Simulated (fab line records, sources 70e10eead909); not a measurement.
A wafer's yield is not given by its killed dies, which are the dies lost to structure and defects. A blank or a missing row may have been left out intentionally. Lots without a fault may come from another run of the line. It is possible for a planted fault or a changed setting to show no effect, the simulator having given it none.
fab line records + flow nand-harc
record:
- lots: 15
- wafers: 43
- last-day: 33
route steps=1302 shown A_DECK1_JOINT@527 A_ONON_D2@551 END@1302
lots untouched by any fault: they come from a run of this same line in which no faults occurred
start-h: start of the lot's first displayed wafer, in hours after the record's first day + wait-h: how many hours have passed since the lot's step before this one + " the same as in the row above + L1.1+2: a single row standing in for several wafers + - no value, or no start given + * or withheld: withheld + < > ~ a bound
route shown NAME@n: NAME is a module with steps in the file, n the number in the route of the first one + usual: mean/standard deviation taken from wafers without a fault + same: alike in all rows + chamber/n: place in a boat + sites: the reading at each site + _std_site: the standard deviation of these + _edge_site: the outer-site mean with the inner-site mean subtracted + radius-mm: for every site, how far away it sits from the centre of the wafer + mask NAME#n: copy n + behind: the most recent tool/chamber to have shaped the wafer + hold: why the lot went on hold/how many hours it stayed there/how the hold came to an end + device: names the non-switching transistor (n, p or np) + end of line: at the end of the route, the tests of the same wafers + a step given without rows: its recipe and nothing more + killed: at the first sort, the dies lost to defects and structure; wafer yield is something else + map: dies across one wafer; x = killed, . = not, _ = none there
set.NAME: the setting that was run; set.NAME@STEP: the one run at that earlier step + model.NAME: the simulator's own value behind a step, which no gauge read
steps of the route over a sample of lots; a table a step, a row a wafer
services: from which hour (start-h, from the record's first day; less than 0 if before it) a tool's chamber was out of use, for how many hours, and why
== steps ==
step: NHARC_A_DECK1_JOINT_CMP_13
recipe:
- target-thk-nm: 51.023
usual:
- motor-current-A: 12.1/0.98
- time-to-endpoint-s: 8.2/2.5
| lot.wafer | tool   | chamber | start-h | wait-h | motor-current-A | time-to-endpoint-s |
|-----------|--------|---------|---------|--------|-----------------|--------------------|
| L823.2    | cmp-03 | 0       | 269.64  | 0.4    | 12.0            | 10.2               |
| L823.4    | "      | 1       | "       | "      | 13.3            | 7.7                |
| L823.6    | "      | 3       | "       | "      | 10.0            | 6.7                |
| L826.4    | cmp-03 | 3       | 287.66  | 0.4    | 10.3            | 4.7                |
| L826.3    | "      | 0       | "       | "      | 11.7            | 11.3               |
| L826.6    | "      | 3       | "       | "      | 10.5            | 6.5                |
| L830.4    | cmp-02 | 2       | 330.42  | 0.4    | 12.9            | 6.6                |
| L830.2    | "      | 3       | "       | "      | 11.3            | 3.5                |
| L830.5    | "      | 2       | "       | "      | 12.0            | 8.5                |
| L831.1    | cmp-04 | 3       | 339.83  | 0.4    | 10.6            | 5.5                |
| L831.6    | "      | 1       | "       | "      | 12.5            | 11.0               |
| L833.4    | cmp-04 | 1       | 349.32  | 0.4    | 11.9            | 7.3                |
| L833.6    | "      | 1       | "       | "      | 12.2            | 11.2               |
| L835.1    | cmp-03 | 1       | 368.45  | 0.4    | 13.6            | 8.5                |
| L835.3    | "      | 2       | "       | "      | 13.5            | 6.4                |
| L835.4    | "      | 3       | "       | "      | 10.7            | 4.2                |
| L836.4    | cmp-04 | 3       | 395.05  | 0.4    | 9.8             | 7.3                |
| L836.2    | "      | 1       | "       | "      | 12.0            | 11.7               |
| L836.5    | "      | 3       | "       | "      | 11.2            | 6.2                |
| L838.3    | cmp-02 | 0       | 403.35  | 0.4    | 12.3            | 11.7               |
| L838.1    | "      | 1       | "       | "      | 12.2            | 6.6                |
| L838.4    | "      | 2       | "       | "      | 12.5            | 6.0                |
| L839.2    | cmp-02 | 1       | 415.44  | 0.4    | 13.0            | 4.5                |
| L839.3    | "      | 2       | "       | "      | 12.1            | 6.3                |
| L839.5    | "      | 3       | "       | "      | 11.8            | 4.7                |
| L840.1    | cmp-03 | 0       | 437.11  | 0.4    | 11.5            | 8.8                |
| L840.2    | "      | 1       | "       | "      | 13.2            | 11.1               |
| L840.4    | "      | 2       | "       | "      | 12.9            | 9.7                |
| L841.3    | cmp-04 | 1       | 445.76  | 0.4    | 11.6            | 7.2                |
| L841.1    | "      | 2       | "       | "      | 13.2            | 7.0                |
| L841.5    | "      | 0       | "       | "      | 11.7            | 8.5                |
| L842.4    | cmp-02 | 3       | 445.76  | 0.4    | 12.4            | 6.2                |
| L842.2    | "      | 1       | "       | "      | 12.3            | 6.5                |
| L842.6    | "      | 3       | "       | "      | 12.8            | 5.6                |
| L843.2    | cmp-03 | 0       | 463.48  | 0.4    | 12.1            | 13.6               |
| L843.4    | "      | 2       | "       | "      | 13.2            | 13.2               |
| L843.5    | "      | 3       | "       | "      | 10.3            | 7.5                |
| L845.3    | cmp-03 | 2       | 470.99  | 0.4    | 13.3            | 13.2               |
| L845.4    | "      | 0       | "       | "      | 11.7            | 12.2               |
| L845.2    | "      | 1       | "       | "      | 13.1            | 9.8                |
| L844.4    | cmp-02 | 0       | 471.04  | 0.4    | 11.8            | 13.9               |
| L844.6    | "      | 2       | "       | "      | 12.4            | 11.9               |
| L844.5    | "      | 3       | "       | "      | 12.3            | 9.2                |
step: NHARC_A_ONON_D2_DEP_09
recipe:
- target-thk-a: 10000
- n2-flow-sccm: 2750
- n2o-flow-sccm: 2000
- nh3-flow-sccm: 500
- sih4-flow-sccm: 210
- temp-c: 400
| lot.wafer  | tool          | chamber | start-h | wait-h |
|------------|---------------|---------|---------|--------|
| L823.2+4+6 | pecvd-onon-04 | 0       | 295.18  | 0.1    |
| L826.3+4+6 | pecvd-onon-03 | 0       | 312.42  | 0.2    |
| L830.2+4+5 | pecvd-onon-03 | 0       | 354.81  | 0.1    |
| L831.1+6   | pecvd-onon-03 | 0       | 366.08  | 0.1    |
| L833.4+6   | pecvd-onon-03 | 0       | 373.63  | 0.2    |
| L835.1+3+4 | pecvd-onon-04 | 0       | 395.86  | 0.1    |
| L836.2+4+5 | pecvd-onon-04 | 0       | 421.77  | 0.1    |
| L838.1+3+4 | pecvd-onon-03 | 0       | 433.90  | 0.1    |
| L839.2+3+5 | pecvd-onon-04 | 0       | 444.86  | 0.1    |
| L840.1+2+4 | pecvd-onon-01 | 0       | 464.94  | 0.1    |
| L842.2+4+6 | pecvd-onon-03 | 0       | 470.10  | 0.1    |
| L841.1+3+5 | pecvd-onon-01 | 0       | 470.33  | 0.1    |
| L843.2+4+5 | pecvd-onon-03 | 0       | 489.41  | 0.1    |
| L844.4+5+6 | pecvd-onon-01 | 0       | 497.62  | 0.2    |
| L845.2+3+4 | pecvd-onon-03 | 0       | 497.73  | 0.3    |
step: NHARC_A_ONON_D2_THK_MEAS_11
recipe:
- thk-meas-gauge: ellipsometry
usual:
- thk-nm: 1000/10
| lot.wafer | tool          | chamber | start-h | wait-h | thk-nm |
|-----------|---------------|---------|---------|--------|--------|
| L823.2    | film-metro-01 | -       | 295.64  | -      | 996    |
| L823.4    | "             | -       | "       | "      | 996    |
| L823.6    | "             | -       | "       | "      | 995    |
| L826.3    | film-metro-01 | -       | 312.84  | -      | 1001   |
| L826.4    | "             | -       | "       | "      | 1000   |
| L826.6    | "             | -       | "       | "      | 1000   |
| L830.2    | film-metro-02 | -       | 355.26  | -      | 1002   |
| L830.4    | "             | -       | "       | "      | 1432   |
| L830.5    | "             | -       | "       | "      | 1002   |
| L831.1    | film-metro-02 | -       | 366.60  | -      | 971    |
| L831.6    | "             | -       | "       | "      | 1399   |
| L833.4    | film-metro-02 | -       | 373.97  | -      | 1431   |
| L833.6    | "             | -       | "       | "      | 1430   |
| L835.1    | film-metro-02 | -       | 396.36  | -      | 996    |
| L835.3    | "             | -       | "       | "      | 994    |
| L835.4    | "             | -       | "       | "      | 992    |
| L836.2    | film-metro-02 | -       | 422.22  | -      | 1009   |
| L836.4    | "             | -       | "       | "      | 1007   |
| L836.5    | "             | -       | "       | "      | 1008   |
| L838.1    | film-metro-01 | -       | 434.41  | -      | 1013   |
| L838.3    | "             | -       | "       | "      | 1013   |
| L838.4    | "             | -       | "       | "      | 1013   |
| L839.2    | film-metro-01 | -       | 445.31  | -      | 989    |
| L839.3    | "             | -       | "       | "      | 989    |
| L839.5    | "             | -       | "       | "      | 985    |
| L840.1    | film-metro-02 | -       | 465.46  | -      | 1010   |
| L840.2    | "             | -       | "       | "      | 1012   |
| L840.4    | "             | -       | "       | "      | 1011   |
| L842.2    | film-metro-01 | -       | 470.56  | -      | 1013   |
| L842.4    | "             | -       | "       | "      | 1012   |
| L842.6    | "             | -       | "       | "      | 1013   |
| L841.1    | film-metro-01 | -       | 470.84  | -      | 1000   |
| L841.3    | "             | -       | "       | "      | 999    |
| L841.5    | "             | -       | "       | "      | 998    |
| L843.2    | film-metro-02 | -       | 489.86  | -      | 1003   |
| L843.4    | "             | -       | "       | "      | 1003   |
| L843.5    | "             | -       | "       | "      | 1005   |
| L844.4    | film-metro-02 | -       | 497.95  | -      | 1000   |
| L844.5    | "             | -       | "       | "      | 1001   |
| L844.6    | "             | -       | "       | "      | 1002   |
| L845.2    | film-metro-02 | -       | 498.18  | -      | 1009   |
| L845.3    | "             | -       | "       | "      | 1008   |
| L845.4    | "             | -       | "       | "      | 1008   |
step: NHARC_A_ONON_D2_DEP_33
recipe:
- target-thk-a: 2000
- temp-c: 400
- pressure-torr: 6.5
- rf-w: 900
- teos-flow-sccm: 161.4
- flow-sccm: 2650
- target-thk-nm: 200
- gas: O2
- material: SiO2
usual:
- heater-power-w: 512/97
- rf-fwd-power-W: 897.9/2.4
- throttle-valve-pct: 15.8/0.73
| lot.wafer | tool     | chamber | start-h | wait-h | heater-power-w | rf-fwd-power-W | throttle-valve-pct |
|-----------|----------|---------|---------|--------|----------------|----------------|--------------------|
| L823.2    | pecvd-03 | 0       | 306.18  | 0.1    | 745            | 895.3          | 15.2               |
| L823.6    | "        | 1       | "       | "      | 375            | 900.1          | 16.8               |
| L823.4    | "        | 2       | "       | "      | 526            | 896.6          | 16.4               |
| L826.3    | pecvd-02 | 2       | 324.32  | 0.3    | 435            | 897.2          | 15.3               |
| L826.6    | "        | 2       | "       | "      | 442            | 895.5          | 14.8               |
| L826.4    | "        | 0       | "       | "      | 509            | 894.4          | 15.1               |
| L830.2    | pecvd-01 | 0       | 365.93  | 0.1    | 497            | 899.5          | 15.2               |
| L830.5    | "        | 2       | "       | "      | 442            | 898.7          | 14.6               |
| L830.4    | "        | 1       | "       | "      | 496            | 899.0          | 16.3               |
| L831.1    | pecvd-02 | 2       | 376.81  | 0.1    | 466            | 899.3          | 15.1               |
| L831.6    | "        | 2       | "       | "      | 477            | 895.7          | 15.0               |
| L833.6    | pecvd-03 | 0       | 384.81  | 0.2    | 716            | 895.1          | 15.2               |
| L833.4    | "        | 2       | "       | "      | 571            | 898.8          | 15.9               |
| L835.3    | pecvd-03 | 1       | 408.78  | 0.1    | 398            | 896.9          | 16.8               |
| L835.1    | "        | 2       | "       | "      | 559            | 896.8          | 16.0               |
| L835.4    | "        | 1       | "       | "      | 408            | 898.5          | 17.0               |
| L836.2    | pecvd-02 | 1       | 430.29  | 0.1    | 445            | 901.5          | 15.8               |
| L836.4    | "        | 2       | "       | "      | 467            | 894.3          | 15.2               |
| L836.5    | "        | 0       | "       | "      | 565            | 896.5          | 14.8               |
| L838.3    | pecvd-01 | 2       | 450.20  | 0.1    | 385            | 899.5          | 15.0               |
| L838.1    | "        | 1       | "       | "      | 527            | 898.9          | 16.4               |
| L838.4    | "        | 2       | "       | "      | 386            | 895.8          | 14.6               |
| L839.3    | pecvd-01 | 2       | 458.56  | 0.1    | 416            | 898.5          | 15.2               |
| L839.2    | "        | 0       | "       | "      | 459            | 901.2          | 15.4               |
| L839.5    | "        | 2       | "       | "      | 426            | 897.4          | 14.7               |
| L840.2    | pecvd-02 | 0       | 475.99  | 0.1    | 582            | 895.4          | 15.0               |
| L840.1    | "        | 1       | "       | "      | 513            | 895.2          | 16.2               |
| L840.4    | "        | 2       | "       | "      | 475            | 900.7          | 15.6               |
| L841.1    | pecvd-02 | 2       | 480.80  | 0.1    | 547            | 898.5          | 15.7               |
| L841.3    | "        | 1       | "       | "      | 537            | 898.2          | 16.1               |
| L841.5    | "        | 1       | "       | "      | 388            | 902.2          | 15.6               |
| L842.2    | pecvd-03 | 2       | 480.92  | 0.1    | 456            | 895.5          | 16.0               |
| L842.4    | "        | 0       | "       | "      | 747            | 897.0          | 15.5               |
| L842.6    | "        | 1       | "       | "      | 406            | 896.8          | 17.0               |
| L843.2    | pecvd-03 | 0       | 500.19  | 0.1    | 738            | 900.8          | 15.5               |
| L843.5    | "        | 0       | "       | "      | 757            | 902.5          | 15.2               |
| L843.4    | "        | 1       | "       | "      | 423            | 898.4          | 17.0               |
| L845.3    | pecvd-01 | 1       | 508.65  | 0.1    | 421            | 899.0          | 16.2               |
| L845.2    | "        | 2       | "       | "      | 391            | 897.0          | 14.4               |
| L845.4    | "        | 0       | "       | "      | 478            | 900.1          | 15.6               |
| L844.6    | pecvd-03 | 1       | 508.94  | 0.4    | 413            | 895.1          | 17.0               |
| L844.5    | "        | 2       | "       | "      | 498            | 898.2          | 16.3               |
| L844.4    | "        | 0       | "       | "      | 678            | 899.3          | 15.6               |
step: NHARC_END_SORT_01
recipe:
- temp-c: 25
usual:
- killed-at-array: 55/23
- killed-at-other: 1.0/1.2
- killed-at-periphery: 3.2/2.7
- killed-dies: 59/23
- killed-open: 3.1/1.6
- killed-short: 2.2/1.5
same:
- gross-dies: 677
| lot.wafer | tool      | chamber | start-h | wait-h | killed-at-array | killed-at-other | killed-at-periphery | killed-dies | killed-open | killed-short |
|-----------|-----------|---------|---------|--------|-----------------|-----------------|---------------------|-------------|-------------|--------------|
| L830.2    | prober-01 | 0       | 650.35  | 2.8    | 34              | 1               | 6                   | 41          | 4           | 0            |
| L830.4    | prober-01 | 0       | 651.96  | 3.4    | 676             | 0               | 1                   | 677         | 2           | 0            |
| L830.5    | prober-01 | 0       | 652.76  | 3.7    | 22              | 1               | 1                   | 24          | 2           | 2            |
| L831.1    | prober-01 | 0       | 657.38  | 2.5    | 31              | 2               | 2                   | 35          | 0           | 0            |
| L831.6    | prober-01 | 0       | 661.37  | 4.0    | 670             | 0               | 7                   | 677         | 1           | 0            |
| L833.4    | prober-02 | 0       | 675.79  | 3.4    | 673             | 2               | 2                   | 677         | 6           | 2            |
| L833.6    | prober-02 | 0       | 677.38  | 4.0    | 673             | 2               | 2                   | 677         | 3           | 0            |
| L836.2    | prober-02 | 0       | 699.41  | 6.6    | 47              | 0               | 1                   | 48          | 3           | 2            |
| L836.4    | prober-02 | 0       | 701.01  | 7.2    | 66              | 0               | 4                   | 70          | 5           | 5            |
| L836.5    | prober-02 | 0       | 701.81  | 7.5    | 43              | 0               | 6                   | 49          | 3           | 3            |
killed by level:class
L830.2 A_CHANNEL_HOLE_D2:chamber-film-flake=16 P_GATE:chamber-film-flake=4 A_SLIT:chamber-film-flake=4 A_STAIRCASE:chamber-film-flake=3 A_CHANNEL_HOLE_D1:chamber-film-flake=2 A_WL_FILL:chamber-film-flake=2 P_CONTACT:geometric-particle:open=1 A_ONON_D1:geometric-particle:open=1
L830.4 A_ONON_D2:area-dep=646 A_CHANNEL_HOLE_D2:chamber-film-flake=14 A_STAIRCASE:chamber-film-flake=4 A_CHANNEL_HOLE_D1:chamber-film-flake=3 A_WL_FILL:geometric-particle:open=2 A_WL_FILL:chamber-film-flake=2 A_M1:chamber-film-flake=2 P_GATE:chamber-film-flake=1
L830.5 A_CHANNEL_HOLE_D2:chamber-film-flake=10 A_CHANNEL_HOLE_D1:chamber-film-flake=5 P_BONDPAD:geometric-particle:open=1 A_ONON_D1:geometric-particle:short=1 A_DECK1_JOINT:geometric-particle:short=1 A_CONTACT:geometric-particle:open=1 A_ZERO_WELL:chamber-film-flake=1 A_CHANNEL_FILL_D2:chamber-film-flake=1
L831.1 A_CHANNEL_HOLE_D2:chamber-film-flake=9 A_CHANNEL_HOLE_D1:chamber-film-flake=6 A_CONTACT:chamber-film-flake=5 A_SLIT:chamber-film-flake=4 A_CHANNEL_FILL_D1:chamber-film-flake=2 A_DECK1_JOINT:chamber-film-flake=2 THIN_TSV:chamber-film-flake=2 P_ZERO_WELL:chamber-film-flake=1
L831.6 A_ONON_D2:area-dep=638 A_CHANNEL_HOLE_D1:chamber-film-flake=9 A_CHANNEL_HOLE_D2:chamber-film-flake=8 P_GATE:chamber-film-flake=5 A_CONTACT:chamber-film-flake=4 A_SLIT:chamber-film-flake=4 A_DECK1_JOINT:chamber-film-flake=2 A_STAIRCASE:chamber-film-flake=2
L833.4 A_ONON_D2:area-dep=587 A_CHANNEL_HOLE_D1:chamber-film-flake=27 A_SLIT:chamber-film-flake=26 A_CHANNEL_HOLE_D2:chamber-film-flake=19 A_M0:chamber-film-flake=4 A_ONON_D2:geometric-particle:short=2 A_WL_FILL:chamber-film-flake=2 P_GATE:geometric-particle:open=1
L833.6 A_ONON_D2:area-dep=577 A_SLIT:chamber-film-flake=33 A_CHANNEL_HOLE_D1:chamber-film-flake=29 A_CHANNEL_HOLE_D2:chamber-film-flake=17 A_M0:chamber-film-flake=9 A_CONTACT:chamber-film-flake=3 A_CONTACT:geometric-particle:open=2 P_M0:geometric-particle:open=1
L836.2 A_CHANNEL_HOLE_D1:chamber-film-flake=31 A_STAIRCASE:chamber-film-flake=3 A_CHANNEL_HOLE_D2:chamber-film-flake=2 A_M1:chamber-film-flake=2 A_ONON_D1:geometric-particle:open=1 A_DECK1_JOINT:geometric-particle:open=1 A_CHANNEL_FILL_D2:geometric-particle:short=1 A_SGD_CUT:geometric-particle:short=1
L836.4 A_CHANNEL_HOLE_D1:chamber-film-flake=32 A_CONTACT:chamber-film-flake=7 A_STAIRCASE:chamber-film-flake=6 A_CHANNEL_HOLE_D2:chamber-film-flake=4 A_SLIT:chamber-film-flake=3 A_M1:chamber-film-flake=3 A_WL_FILL:geometric-particle:short=2 P_GATE:chamber-film-flake=2
L836.5 A_CHANNEL_HOLE_D1:chamber-film-flake=26 A_STAIRCASE:chamber-film-flake=4 A_CONTACT:chamber-film-flake=4 P_GATE:chamber-film-flake=3 A_WL_FILL:geometric-particle:short=2 A_SLIT:chamber-film-flake=2 P_M1:geometric-particle:short=1 A_CHANNEL_FILL_D1:geometric-particle:open=1
== services ==
| tool          | chamber | start-h | hours | kind   |
|---------------|---------|---------|-------|--------|
| cmp-02        | -       | 251.46  | 1.4   | repair |
| cmp-03        | -       | 260.46  | 4.0   | pm     |
| cmp-02        | -       | 272.92  | 1.3   | repair |
| pecvd-03      | 2       | 274.22  | 9.9   | repair |
| cmp-02        | -       | 302.11  | 0.4   | repair |
| pecvd-01      | -       | 311.21  | 13.0  | pm     |
| pecvd-onon-04 | -       | 311.55  | 13.0  | pm     |
| cmp-02        | -       | 330.57  | 4.0   | pm     |
| pecvd-01      | -       | 347.28  | 0.4   | repair |
| cmp-03        | -       | 358.46  | 4.0   | pm     |
| pecvd-01      | -       | 364.87  | 0.7   | repair |
| pecvd-03      | -       | 366.14  | 13.0  | pm     |
| pecvd-01      | -       | 375.38  | 1.4   | repair |
| cmp-02        | -       | 390.47  | 3.4   | repair |
| cmp-02        | -       | 400.17  | 2.1   | repair |
| pecvd-onon-03 | -       | 408.00  | 13.0  | pm     |
| pecvd-02      | -       | 408.39  | 13.0  | pm     |
| cmp-02        | -       | 409.43  | 0.6   | repair |
| pecvd-01      | -       | 426.63  | 0.7   | repair |
| cmp-02        | -       | 428.57  | 4.0   | pm     |
| cmp-02        | -       | 437.50  | 1.3   | repair |
| cmp-03        | -       | 443.92  | 2.4   | repair |
| cmp-02        | -       | 447.27  | 0.6   | repair |
| cmp-03        | -       | 456.46  | 4.0   | pm     |
== key ==
first-sign:
- step: NHARC_A_ONON_D2_THK_MEAS_11
- reading: thk-nm
- direction: up
- sigmas: 42
- usual: 1000
- struck: 1423
effect:
- step: NHARC_END_SORT_01
- reading: killed-at-array
- direction: up
- sigmas: 27
- usual: 55
- struck: 673
more-kills-born-at:
- NHARC_A_ONON_D2_DEP_09@pecvd-onon-03: 2448
met-at NHARC_A_ONON_D2_DEP_09
struck-lots L830,L831,L833
struck-wafers L830.4,L831.6,L833.4,L833.6
later-rows-left-out L830.4,L831.6,L833.4,L833.6
tester-left-out L830,L831,L833
not-acting-at NHARC_A_DECK1_JOINT_CMP_13,NHARC_A_ONON_D2_DEP_33
onset-between 312.42 354.81
fault:
- kind: process-parameter-drift
- tool: pecvd-onon-03
- chamber: -
- onset-h: 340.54
- steps: NHARC_A_ONON_D2_DEP_09
- channel: target-thk-a
- offset: *
- shape: step
- end-h: 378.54
- scope: struck-wafers-only
- acts-in: *
- stated: *
tester-left-out: of these lots the tester's yield and bins aren't shown, on N5 and GAA mostly nor the transistor test; their killed dies are dies lost to structure and defects alone, not to doping, threshold or leakage, so they don't give the yield
later-rows-left-out: the simulator's readings of these wafers behind a module that went badly wrong aren't trusted and aren't shown, but for the sort
